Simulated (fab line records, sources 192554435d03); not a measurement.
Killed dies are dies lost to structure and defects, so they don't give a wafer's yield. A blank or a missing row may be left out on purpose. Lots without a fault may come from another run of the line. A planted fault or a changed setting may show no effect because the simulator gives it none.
Which tool did it? | flow n5_finfet | 11 lots, 30 wafers sampled, at 2 steps of a route of 1938

WHAT THE GAUGES READ, wafer by wafer
N5_BEOL_M11_CD_MEAS_18: pitch 140 nm, target cd 70 nm. Usual: cd_nm 69.8 nm, standard deviation 0.88.
lot  | measured     | on        | cd_nm (nm)     | flag
L370 | day 11 13:23 | cd_sem-01 | 68.8 69.3 69.3 |
L369 | day 11 23:25 | cd_sem-01 | 72.0 71.8      |
L378 | day 14 07:55 | cd_sem-03 | 68.7 70.1      |
L377 | day 14 19:28 | cd_sem-01 | 69.3 69.8      |
L381 | day 14 20:16 | cd_sem-01 | 72.0 70.5 71.1 |
L383 | day 15 13:05 | cd_sem-03 | 69.7 69.6 69.4 |
L384 | day 15 23:14 | cd_sem-02 | 70.4 68.7 70.3 |
L387 | day 16 11:01 | cd_sem-03 | 69.2 68.1 70.0 |
L389 | day 17 06:35 | cd_sem-03 | 69.3 69.2 68.9 |
L390 | day 17 12:08 | cd_sem-03 | 71.3 70.3 71.3 |
L391 | day 17 13:55 | cd_sem-03 | 71.3 70.9 69.5 |

N5_BEOL_M11_INSPECT_30: inspects for defects (brightfield). Usual: raw_defect_count 392, standard deviation 110.
lot  | measured     | on                | raw_defect_count | flag
L370 | day 11 13:55 | defect_inspect-01 | 267 278 400      |
L369 | day 12 00:57 | defect_inspect-02 | 386 328          |
L378 | day 14 08:23 | defect_inspect-02 | 371 323          |
L377 | day 14 20:02 | defect_inspect-02 | 344 356          |
L381 | day 14 21:30 | defect_inspect-02 | 391 333 356      |
L383 | day 15 15:11 | defect_inspect-02 | 322 335 237      |
L384 | day 16 00:38 | defect_inspect-01 | 396 327 353      |
L387 | day 16 14:31 | defect_inspect-02 | 349 311 254      |
L389 | day 17 08:01 | defect_inspect-02 | 247 199 320      |
L390 | day 17 12:51 | defect_inspect-01 | 364 430 529      |
L391 | day 17 15:47 | defect_inspect-01 | 390 525 640      |

WHICH TOOL RAN EACH LOT (tool, then ch and the chambers of the sampled wafers, then the start)
The record holds no process step before these readings.

WHAT THE TOOLS THEMSELVES READ (means of the sampled wafers that have a number; where no wafer has one, the mark that the record gives instead)
The record holds no such reading with a usual standard deviation.

THE ANSWER, worked out from the rows above alone
Rule: a lot is off if the mean of its wafers that have a number lies more than 3 standard deviations from the usual mean. A lot without any number at a reading at which 4 lots or more have one is off too. The other lots that the step has rows for count as sound. The gauges are gone through in route order, then the tools' own readings, and for those a lot's mean is taken as printed above. The first step at which some lot is off is used, and at that step the reading that is off furthest; a lot without a number counts as furthest.
No lot is off at any reading shown: from this, nothing can be told.

WHAT THE SIMULATOR HAD PUT IN
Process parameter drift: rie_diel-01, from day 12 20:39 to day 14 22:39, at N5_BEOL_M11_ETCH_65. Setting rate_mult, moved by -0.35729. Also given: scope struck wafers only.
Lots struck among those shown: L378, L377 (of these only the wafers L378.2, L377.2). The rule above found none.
